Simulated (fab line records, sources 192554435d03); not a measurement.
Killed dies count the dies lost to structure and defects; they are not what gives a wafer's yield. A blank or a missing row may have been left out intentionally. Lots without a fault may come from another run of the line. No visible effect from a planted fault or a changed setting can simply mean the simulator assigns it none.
Which of the tools did it? / flow n5-finfet / Sampling: 15 lots, 45 wafers, 5 of 1938 route steps

== WHAT THE GAUGES READ, wafer by wafer ==
N5_SD_EPI_P_CD_MEAS_09: the cd target is 240 nm. Usual: cd-nm at 239.8 nm, with a standard deviation of 0.87.
lot=L603; measured=day 3 05:34; on=cd-sem-03; cd-nm (nm)=240.0 239.3 239.2; flag=
lot=L604; measured=day 3 11:20; on=cd-sem-02; cd-nm (nm)=239.6 240.3 239.7; flag=
lot=L605; measured=day 3 20:38; on=cd-sem-02; cd-nm (nm)=239.0 238.7 240.9; flag=
lot=L607; measured=day 4 04:20; on=cd-sem-02; cd-nm (nm)=239.2 238.5 240.1; flag=
lot=L610; measured=day 5 01:29; on=cd-sem-01; cd-nm (nm)=240.3 239.9 240.1; flag=
lot=L611; measured=day 5 07:12; on=cd-sem-01; cd-nm (nm)=238.6 238.7 238.6; flag=
lot=L612; measured=day 5 18:57; on=cd-sem-01; cd-nm (nm)=239.0 239.5 239.0; flag=
lot=L613; measured=day 5 22:55; on=cd-sem-01; cd-nm (nm)=239.1 239.0 239.4; flag=
lot=L616; measured=day 6 13:41; on=cd-sem-03; cd-nm (nm)=241.1 241.5 241.9; flag=
lot=L617; measured=day 6 21:39; on=cd-sem-03; cd-nm (nm)=239.2 240.4 242.1; flag=
lot=L618; measured=day 6 22:33; on=cd-sem-03; cd-nm (nm)=239.0 239.7 239.3; flag=
lot=L619; measured=day 7 11:25; on=cd-sem-02; cd-nm (nm)=239.9 240.8 241.0; flag=
lot=L621; measured=day 7 21:25; on=cd-sem-01; cd-nm (nm)=239.3 240.0 239.3; flag=
lot=L625; measured=day 8 17:44; on=cd-sem-02; cd-nm (nm)=240.4 241.3 241.7; flag=
lot=L626; measured=day 9 00:18; on=cd-sem-03; cd-nm (nm)=239.8 239.7 239.1; flag=

N5_BEOL_M4_RC_MEAS_101. Usual: DIBL_N 36.0 mV/V, standard deviation 1.7; DIBL_P 35.8 mV/V, standard deviation 2; IOFF_N 0.15 nA/um, standard deviation 0.03; IOFF_P 0.20 nA/um, standard deviation 0.037; ION_N 670 uA/um, standard deviation 12; ION_P 460 uA/um, standard deviation 7.2; SS_N 71.5 mV/dec, standard deviation 0.68; SS_P 73.2 mV/dec, standard deviation 0.65; VT_N 250 mV, standard deviation 3.1; VT_P -251 mV, standard deviation 3.4.
lot=L603; measured=day 8 10:06; on=prober-01; DIBL_N (mV/V)=36.0 37.1 36.7; DIBL_P (mV/V)=37.1 37.0 36.6; IOFF_N (nA/um)=0.17 0.18 0.18; IOFF_P (nA/um)=0.24 0.23 0.23; ION_N (uA/um)=684 682 669; ION_P (uA/um)=471 464 467; SS_N (mV/dec)=71.4 71.3 71.6; SS_P (mV/dec)=73.4 73.3 73.3; VT_N (mV)=249 248 249; VT_P (mV)=-247 -248 -247; flag=
lot=L604; measured=day 8 07:37; on=prober-01; DIBL_N (mV/V)=36.4 34.2 34.7; DIBL_P (mV/V)=35.4 31.6 32.5; IOFF_N (nA/um)=0.16 0.11 0.13; IOFF_P (nA/um)=0.20 0.16 0.16; ION_N (uA/um)=664 655 662; ION_P (uA/um)=456 455 454; SS_N (mV/dec)=71.6 70.5 71.2; SS_P (mV/dec)=73.0 72.0 72.5; VT_N (mV)=250 256 253; VT_P (mV)=-251 -256 -257; flag=
lot=L605; measured=day 8 12:48; on=prober-01; DIBL_N (mV/V)=34.3 35.8 36.6; DIBL_P (mV/V)=33.3 34.4 34.3; IOFF_N (nA/um)=0.12 0.15 0.15; IOFF_P (nA/um)=0.16 0.17 0.16; ION_N (uA/um)=668 677 646; ION_P (uA/um)=456 457 440; SS_N (mV/dec)=71.9 72.1 72.3; SS_P (mV/dec)=72.0 72.7 72.8; VT_N (mV)=251 247 252; VT_P (mV)=-252 -253 -253; flag=
lot=L607; measured=day 9 03:26; on=prober-01; DIBL_N (mV/V)=39.0 39.3 34.0; DIBL_P (mV/V)=38.2 38.9 32.5; IOFF_N (nA/um)=0.22 0.23 0.12; IOFF_P (nA/um)=0.31 0.33 0.20; ION_N (uA/um)=669 663 657; ION_P (uA/um)=465 463 464; SS_N (mV/dec)=72.4 72.1 70.2; SS_P (mV/dec)=75.0 74.9 72.8; VT_N (mV)=244 244 250; VT_P (mV)=-240 -241 -246; flag=
lot=L610; measured=day 9 17:07; on=prober-01; DIBL_N (mV/V)=35.7 35.9 37.4; DIBL_P (mV/V)=36.3 36.5 38.2; IOFF_N (nA/um)=0.16 0.15 0.19; IOFF_P (nA/um)=0.19 0.20 0.23; ION_N (uA/um)=681 674 689; ION_P (uA/um)=459 467 471; SS_N (mV/dec)=71.7 72.2 73.0; SS_P (mV/dec)=72.8 74.3 73.7; VT_N (mV)=247 252 248; VT_P (mV)=-252 -252 -251; flag=
lot=L611; measured=day 10 03:45; on=prober-01; DIBL_N (mV/V)=37.8 40.1 37.4; DIBL_P (mV/V)=37.9 41.5 36.9; IOFF_N (nA/um)=0.17 0.24 0.17; IOFF_P (nA/um)=0.24 0.30 0.21; ION_N (uA/um)=666 692 683; ION_P (uA/um)=464 474 464; SS_N (mV/dec)=72.3 72.6 72.0; SS_P (mV/dec)=73.3 74.2 73.6; VT_N (mV)=249 244 252; VT_P (mV)=-248 -246 -249; flag=
lot=L612; measured=day 10 15:08; on=prober-02; DIBL_N (mV/V)=36.1 35.6 36.9; DIBL_P (mV/V)=34.8 35.0 34.9; IOFF_N (nA/um)=0.18 0.16 0.18; IOFF_P (nA/um)=0.23 0.23 0.23; ION_N (uA/um)=668 691 671; ION_P (uA/um)=458 471 458; SS_N (mV/dec)=71.5 71.1 72.4; SS_P (mV/dec)=73.4 73.6 73.5; VT_N (mV)=247 248 250; VT_P (mV)=-249 -247 -247; flag=
lot=L613; measured=day 10 21:30; on=prober-01; DIBL_N (mV/V)=37.7 36.0 34.8; DIBL_P (mV/V)=38.1 35.1 33.7; IOFF_N (nA/um)=0.19 0.15 0.13; IOFF_P (nA/um)=0.27 0.21 0.18; ION_N (uA/um)=687 656 678; ION_P (uA/um)=477 455 462; SS_N (mV/dec)=71.5 71.8 71.3; SS_P (mV/dec)=73.5 72.4 73.1; VT_N (mV)=248 249 251; VT_P (mV)=-244 -249 -249; flag=
lot=L619; measured=day 12 02:13; on=prober-01; DIBL_N (mV/V)=36.8 33.2 35.1; DIBL_P (mV/V)=35.9 33.4 33.8; IOFF_N (nA/um)=0.17 0.12 0.14; IOFF_P (nA/um)=0.19 0.16 0.16; ION_N (uA/um)=682 677 665; ION_P (uA/um)=462 466 451; SS_N (mV/dec)=71.5 70.2 71.2; SS_P (mV/dec)=73.5 72.4 73.3; VT_N (mV)=247 252 254; VT_P (mV)=-251 -254 -257; flag=
lot=L621; measured=day 12 10:33; on=prober-01; DIBL_N (mV/V)=37.5 34.2 33.3; DIBL_P (mV/V)=38.7 34.3 33.9; IOFF_N (nA/um)=0.19 0.12 0.11; IOFF_P (nA/um)=0.21 0.15 0.14; ION_N (uA/um)=678 670 655; ION_P (uA/um)=456 455 443; SS_N (mV/dec)=72.3 71.8 71.4; SS_P (mV/dec)=73.8 73.0 72.8; VT_N (mV)=251 255 255; VT_P (mV)=-252 -259 -259; flag=
lot=L625; measured=day 13 17:25; on=prober-02; DIBL_N (mV/V)=34.7 35.7 37.3; DIBL_P (mV/V)=33.1 35.3 35.7; IOFF_N (nA/um)=0.14 0.15 0.17; IOFF_P (nA/um)=0.17 0.20 0.21; ION_N (uA/um)=671 684 665; ION_P (uA/um)=462 465 457; SS_N (mV/dec)=71.1 70.8 71.3; SS_P (mV/dec)=72.5 73.3 72.6; VT_N (mV)=248 247 248; VT_P (mV)=-253 -252 -250; flag=
lot=L626; measured=day 14 05:07; on=prober-02; DIBL_N (mV/V)=36.1 32.9 36.1; DIBL_P (mV/V)=37.4 33.9 37.3; IOFF_N (nA/um)=0.16 0.12 0.16; IOFF_P (nA/um)=0.21 0.17 0.20; ION_N (uA/um)=685 672 681; ION_P (uA/um)=467 457 460; SS_N (mV/dec)=71.8 70.4 71.1; SS_P (mV/dec)=73.0 72.3 73.9; VT_N (mV)=251 252 249; VT_P (mV)=-252 -252 -253; flag=

== EACH LOT AND THE TOOL THAT RAN IT (in order: tool; ch and the chambers of the sampled wafers; start) ==
lot=L603; N5_SD_EPI_N_LINER_46=ald-sin-04 ch 1,2,3, day 3 04:55; N5_SD_EPI_P_ETCH_36=rie-diel-01 ch 0,1,2, day 3 05:41; N5_ILD0_CMP_03=cmp-03 ch 0,1,2, day 3 13:13
lot=L604; N5_SD_EPI_N_LINER_46=ald-sin-04 ch 0,1,3, day 3 10:49; N5_SD_EPI_P_ETCH_36=rie-diel-05 ch 0,3, day 3 11:28; N5_ILD0_CMP_03=cmp-03 ch 1,2,3, day 3 19:26
lot=L605; N5_SD_EPI_N_LINER_46=ald-sin-04 ch 0,1, day 3 19:59; N5_SD_EPI_P_ETCH_36=rie-diel-06 ch 0,1,3, day 3 20:46; N5_ILD0_CMP_03=cmp-02 ch 2,3, day 4 03:38
lot=L607; N5_SD_EPI_N_LINER_46=ald-sin-02 ch 0,2,3, day 4 03:41; N5_SD_EPI_P_ETCH_36=rie-diel-06 ch 1,2,3, day 4 04:28; N5_ILD0_CMP_03=cmp-04 ch 0,1,2, day 4 15:28
lot=L610; N5_SD_EPI_N_LINER_46=ald-sin-04 ch 0,1,2, day 5 00:50; N5_SD_EPI_P_ETCH_36=rie-diel-06 ch 1,2,3, day 5 01:36; N5_ILD0_CMP_03=cmp-04 ch 1,2, day 5 09:19
lot=L611; N5_SD_EPI_N_LINER_46=ald-sin-04 ch 0,1,3, day 5 06:40; N5_SD_EPI_P_ETCH_36=rie-diel-01 ch 2,3, day 5 07:19; N5_ILD0_CMP_03=cmp-03 ch 0,2,3, day 5 15:17
lot=L612; N5_SD_EPI_N_LINER_46=ald-sin-04 ch 0,1, day 5 18:18; N5_SD_EPI_P_ETCH_36=rie-diel-01 ch 0,2,3, day 5 19:17; N5_ILD0_CMP_03=cmp-02 ch 2,3, day 6 02:23
lot=L613; N5_SD_EPI_N_LINER_46=ald-sin-04 ch 0,2,3, day 5 22:23; N5_SD_EPI_P_ETCH_36=rie-diel-06 ch 1,2,3, day 5 23:02; N5_ILD0_CMP_03=cmp-04 ch 0,1,2, day 6 07:17
lot=L616; N5_SD_EPI_N_LINER_46=ald-sin-02 ch 0,1, day 6 13:09; N5_SD_EPI_P_ETCH_36=rie-diel-05 ch 1,2, day 6 13:48; N5_ILD0_CMP_03=cmp-02 ch 0,1,3, day 6 21:35
lot=L617; N5_SD_EPI_N_LINER_46=ald-sin-04 ch 0,1,2, day 6 21:07; N5_SD_EPI_P_ETCH_36=rie-diel-01 ch 0,2,3, day 6 21:46; N5_ILD0_CMP_03=cmp-04 ch 0,1,3, day 7 05:38
lot=L618; N5_SD_EPI_N_LINER_46=ald-sin-04 ch 1,2,3, day 6 22:01; N5_SD_EPI_P_ETCH_36=rie-diel-05 ch 0,1,3, day 6 22:40; N5_ILD0_CMP_03=cmp-02 ch 0,1,3, day 7 05:44
lot=L619; N5_SD_EPI_N_LINER_46=ald-sin-01 ch 1,2, day 7 10:53; N5_SD_EPI_P_ETCH_36=rie-diel-05 ch 1,2,3, day 7 11:32; N5_ILD0_CMP_03=cmp-02 ch 0,1,3, day 7 19:16
lot=L621; N5_SD_EPI_N_LINER_46=ald-sin-04 ch 0,1,3, day 7 20:46; N5_SD_EPI_P_ETCH_36=rie-diel-01 ch 0,1,2, day 7 21:33; N5_ILD0_CMP_03=cmp-02 ch 1,2,3, day 8 06:59
lot=L625; N5_SD_EPI_N_LINER_46=ald-sin-02 ch 0,1,3, day 8 17:05; N5_SD_EPI_P_ETCH_36=rie-diel-01 ch 0,2,3, day 8 17:52; N5_ILD0_CMP_03=cmp-02 ch 0,1,2, day 9 01:32
lot=L626; N5_SD_EPI_N_LINER_46=ald-sin-04 ch 0,1,2, day 8 23:39; N5_SD_EPI_P_ETCH_36=rie-diel-06 ch 1,3, day 9 00:26; N5_ILD0_CMP_03=cmp-03 ch 1,2,3, day 9 08:39
- N5_SD_EPI_N_LINER_46: material SiNx, target thk 3 nm.
- N5_SD_EPI_P_ETCH_36: etches SiARC in CF4, target depth 45.5 nm, time 75.8 s.
- N5_ILD0_CMP_03: polishes, stops on SiNx, t overpolish 1.9 s, target thk 197.38 nm.

== WHAT THE TOOLS THEMSELVES READ (means of the sampled wafers that have a number; where no wafer has one, the mark that the record gives instead) ==
N5_SD_EPI_N_LINER_46. Usual: heater-power-outer-w 543 W, standard deviation 49; heater-power-w 860 W, standard deviation 65; susceptor-temp-C 399.98 C, standard deviation 0.23.
lot=L603; tool=ald-sin-04; heater-power-outer-w (W)=569; heater-power-w (W)=887; susceptor-temp-C (C)=400.10; flag=
lot=L604; tool=ald-sin-04; heater-power-outer-w (W)=517; heater-power-w (W)=823; susceptor-temp-C (C)=400.13; flag=
lot=L605; tool=ald-sin-04; heater-power-outer-w (W)=547; heater-power-w (W)=828; susceptor-temp-C (C)=400.06; flag=
lot=L607; tool=ald-sin-02; heater-power-outer-w (W)=527; heater-power-w (W)=850; susceptor-temp-C (C)=400.20; flag=
lot=L610; tool=ald-sin-04; heater-power-outer-w (W)=565; heater-power-w (W)=891; susceptor-temp-C (C)=400.13; flag=
lot=L611; tool=ald-sin-04; heater-power-outer-w (W)=524; heater-power-w (W)=823; susceptor-temp-C (C)=399.92; flag=
lot=L612; tool=ald-sin-04; heater-power-outer-w (W)=524; heater-power-w (W)=821; susceptor-temp-C (C)=400.12; flag=
lot=L613; tool=ald-sin-04; heater-power-outer-w (W)=547; heater-power-w (W)=895; susceptor-temp-C (C)=400.04; flag=
lot=L616; tool=ald-sin-02; heater-power-outer-w (W)=569; heater-power-w (W)=850; susceptor-temp-C (C)=399.74; flag=
lot=L617; tool=ald-sin-04; heater-power-outer-w (W)=560; heater-power-w (W)=874; susceptor-temp-C (C)=399.97; flag=
lot=L618; tool=ald-sin-04; heater-power-outer-w (W)=568; heater-power-w (W)=899; susceptor-temp-C (C)=399.85; flag=
lot=L619; tool=ald-sin-01; heater-power-outer-w (W)=489; heater-power-w (W)=780; susceptor-temp-C (C)=399.92; flag=
lot=L621; tool=ald-sin-04; heater-power-outer-w (W)=518; heater-power-w (W)=842; susceptor-temp-C (C)=400.05; flag=
lot=L625; tool=ald-sin-02; heater-power-outer-w (W)=530; heater-power-w (W)=852; susceptor-temp-C (C)=400.03; flag=
lot=L626; tool=ald-sin-04; heater-power-outer-w (W)=550; heater-power-w (W)=850; susceptor-temp-C (C)=399.98; flag=

N5_SD_EPI_P_ETCH_36. Usual: drypump-motor-current-A 5.9 A, standard deviation 0.4; etch-rf-on-time-s 75.1 s, standard deviation 1.9; oes-product-au 0.64 a.u., standard deviation 0.049; rf-vpp-V 183.7 V, standard deviation 1.3; showerhead-plenum-p-Torr 2.11 Torr, standard deviation 0.071; throttle-valve-pct 15.71 %, standard deviation 0.22.
lot=L603; tool=rie-diel-01; drypump-motor-current-A (A)=5.8; etch-rf-on-time-s (s)=76.1; oes-product-au (a.u.)=0.63; rf-vpp-V (V)=183.4; showerhead-plenum-p-Torr (Torr)=2.09; throttle-valve-pct (%)=15.71; flag=
lot=L604; tool=rie-diel-05; drypump-motor-current-A (A)=6.2; etch-rf-on-time-s (s)=75.5; oes-product-au (a.u.)=0.61; rf-vpp-V (V)=184.7; showerhead-plenum-p-Torr (Torr)=2.16; throttle-valve-pct (%)=15.90; flag=
lot=L605; tool=rie-diel-06; drypump-motor-current-A (A)=5.7; etch-rf-on-time-s (s)=76.1; oes-product-au (a.u.)=0.65; rf-vpp-V (V)=184.1; showerhead-plenum-p-Torr (Torr)=2.14; throttle-valve-pct (%)=15.71; flag=
lot=L607; tool=rie-diel-06; drypump-motor-current-A (A)=5.7; etch-rf-on-time-s (s)=74.5; oes-product-au (a.u.)=0.66; rf-vpp-V (V)=183.1; showerhead-plenum-p-Torr (Torr)=2.09; throttle-valve-pct (%)=15.70; flag=
lot=L610; tool=rie-diel-06; drypump-motor-current-A (A)=5.7; etch-rf-on-time-s (s)=75.7; oes-product-au (a.u.)=0.66; rf-vpp-V (V)=183.4; showerhead-plenum-p-Torr (Torr)=2.09; throttle-valve-pct (%)=15.73; flag=
lot=L611; tool=rie-diel-01; drypump-motor-current-A (A)=5.3; etch-rf-on-time-s (s)=74.7; oes-product-au (a.u.)=0.61; rf-vpp-V (V)=184.2; showerhead-plenum-p-Torr (Torr)=2.14; throttle-valve-pct (%)=15.79; flag=
lot=L612; tool=rie-diel-01; drypump-motor-current-A (A)=5.7; etch-rf-on-time-s (s)=75.8; oes-product-au (a.u.)=0.61; rf-vpp-V (V)=182.9; showerhead-plenum-p-Torr (Torr)=2.12; throttle-valve-pct (%)=15.75; flag=
lot=L613; tool=rie-diel-06; drypump-motor-current-A (A)=5.7; etch-rf-on-time-s (s)=74.4; oes-product-au (a.u.)=0.65; rf-vpp-V (V)=184.1; showerhead-plenum-p-Torr (Torr)=2.09; throttle-valve-pct (%)=15.73; flag=
lot=L616; tool=rie-diel-05; drypump-motor-current-A (A)=6.1; etch-rf-on-time-s (s)=74.0; oes-product-au (a.u.)=0.62; rf-vpp-V (V)=182.8; showerhead-plenum-p-Torr (Torr)=2.07; throttle-valve-pct (%)=15.46; flag=
lot=L617; tool=rie-diel-01; drypump-motor-current-A (A)=5.7; etch-rf-on-time-s (s)=73.7; oes-product-au (a.u.)=0.70; rf-vpp-V (V)=183.9; showerhead-plenum-p-Torr (Torr)=2.12; throttle-valve-pct (%)=15.61; flag=
lot=L618; tool=rie-diel-05; drypump-motor-current-A (A)=6.2; etch-rf-on-time-s (s)=74.0; oes-product-au (a.u.)=0.62; rf-vpp-V (V)=184.2; showerhead-plenum-p-Torr (Torr)=2.13; throttle-valve-pct (%)=15.83; flag=
lot=L619; tool=rie-diel-05; drypump-motor-current-A (A)=6.1; etch-rf-on-time-s (s)=73.8; oes-product-au (a.u.)=0.62; rf-vpp-V (V)=184.1; showerhead-plenum-p-Torr (Torr)=2.13; throttle-valve-pct (%)=15.60; flag=
lot=L621; tool=rie-diel-01; drypump-motor-current-A (A)=5.8; etch-rf-on-time-s (s)=76.3; oes-product-au (a.u.)=0.68; rf-vpp-V (V)=183.7; showerhead-plenum-p-Torr (Torr)=2.08; throttle-valve-pct (%)=15.62; flag=
lot=L625; tool=rie-diel-01; drypump-motor-current-A (A)=5.7; etch-rf-on-time-s (s)=74.9; oes-product-au (a.u.)=0.67; rf-vpp-V (V)=183.2; showerhead-plenum-p-Torr (Torr)=2.12; throttle-valve-pct (%)=15.64; flag=
lot=L626; tool=rie-diel-06; drypump-motor-current-A (A)=5.5; etch-rf-on-time-s (s)=75.5; oes-product-au (a.u.)=0.62; rf-vpp-V (V)=183.6; showerhead-plenum-p-Torr (Torr)=2.12; throttle-valve-pct (%)=15.70; flag=

N5_ILD0_CMP_03. Usual: edge-zone-pressure-frac 1.000, standard deviation 0.0049; head-pressure-psi 4.147 psi, standard deviation 0.0089; motor-current-A 12.2 A, standard deviation 1; overpolish-run-s 1.900 s, standard deviation 0.0094; time-to-endpoint-s 69 s, standard deviation 3.1.
lot=L603; tool=cmp-03; edge-zone-pressure-frac=1.002; head-pressure-psi (psi)=4.146; motor-current-A (A)=12.3; overpolish-run-s (s)=1.893; time-to-endpoint-s (s)=68; flag=
lot=L604; tool=cmp-03; edge-zone-pressure-frac=0.999; head-pressure-psi (psi)=4.148; motor-current-A (A)=11.7; overpolish-run-s (s)=1.899; time-to-endpoint-s (s)=68; flag=
lot=L605; tool=cmp-02; edge-zone-pressure-frac=1.005; head-pressure-psi (psi)=4.155; motor-current-A (A)=11.9; overpolish-run-s (s)=1.894; time-to-endpoint-s (s)=68; flag=
lot=L607; tool=cmp-04; edge-zone-pressure-frac=1.000; head-pressure-psi (psi)=4.158; motor-current-A (A)=12.5; overpolish-run-s (s)=1.897; time-to-endpoint-s (s)=66; flag=
lot=L610; tool=cmp-04; edge-zone-pressure-frac=1.002; head-pressure-psi (psi)=4.144; motor-current-A (A)=12.6; overpolish-run-s (s)=1.900; time-to-endpoint-s (s)=72; flag=
lot=L611; tool=cmp-03; edge-zone-pressure-frac=0.997; head-pressure-psi (psi)=4.154; motor-current-A (A)=11.6; overpolish-run-s (s)=1.899; time-to-endpoint-s (s)=67; flag=
lot=L612; tool=cmp-02; edge-zone-pressure-frac=1.002; head-pressure-psi (psi)=4.143; motor-current-A (A)=11.3; overpolish-run-s (s)=1.899; time-to-endpoint-s (s)=69; flag=
lot=L613; tool=cmp-04; edge-zone-pressure-frac=1.000; head-pressure-psi (psi)=4.140; motor-current-A (A)=11.8; overpolish-run-s (s)=1.906; time-to-endpoint-s (s)=69; flag=
lot=L616; tool=cmp-02; edge-zone-pressure-frac=-; head-pressure-psi (psi)=-; motor-current-A (A)=-; overpolish-run-s (s)=-; time-to-endpoint-s (s)=-; flag=OFF
lot=L617; tool=cmp-04; edge-zone-pressure-frac=-; head-pressure-psi (psi)=-; motor-current-A (A)=-; overpolish-run-s (s)=-; time-to-endpoint-s (s)=-; flag=OFF
lot=L618; tool=cmp-02; edge-zone-pressure-frac=-; head-pressure-psi (psi)=-; motor-current-A (A)=-; overpolish-run-s (s)=-; time-to-endpoint-s (s)=-; flag=OFF
lot=L619; tool=cmp-02; edge-zone-pressure-frac=1.003; head-pressure-psi (psi)=4.146; motor-current-A (A)=12.2; overpolish-run-s (s)=1.896; time-to-endpoint-s (s)=71; flag=
lot=L621; tool=cmp-02; edge-zone-pressure-frac=1.004; head-pressure-psi (psi)=4.147; motor-current-A (A)=12.0; overpolish-run-s (s)=1.892; time-to-endpoint-s (s)=71; flag=
lot=L625; tool=cmp-02; edge-zone-pressure-frac=0.997; head-pressure-psi (psi)=4.148; motor-current-A (A)=13.4; overpolish-run-s (s)=1.909; time-to-endpoint-s (s)=72; flag=
lot=L626; tool=cmp-03; edge-zone-pressure-frac=0.997; head-pressure-psi (psi)=4.146; motor-current-A (A)=11.7; overpolish-run-s (s)=1.896; time-to-endpoint-s (s)=67; flag=

== THE ANSWER, worked out from the rows above alone ==
Rule: a lot is off if the mean of its wafers that have a number lies more than 3 standard deviations from the usual mean. A lot without any number at a reading at which 4 lots or more have one is off too. Any other lot the step has rows for is counted as sound. Order of review: gauges by route order, followed by the tools' own readings, for which a lot's mean as printed above is used. The first step at which some lot is off is used, and at that step the reading that is off furthest; a lot without a number counts as furthest.
Off: L616, L617, L618 (N5_ILD0_CMP_03, edge-zone-pressure-frac). Without a number there: L616, L617, L618.
A tool fits if, at that step or a process step before it, it ran every lot that is off, and no sound lot after the first of them. Of those tried, none fits.

== WHAT THE SIMULATOR HAD INSERTED ==
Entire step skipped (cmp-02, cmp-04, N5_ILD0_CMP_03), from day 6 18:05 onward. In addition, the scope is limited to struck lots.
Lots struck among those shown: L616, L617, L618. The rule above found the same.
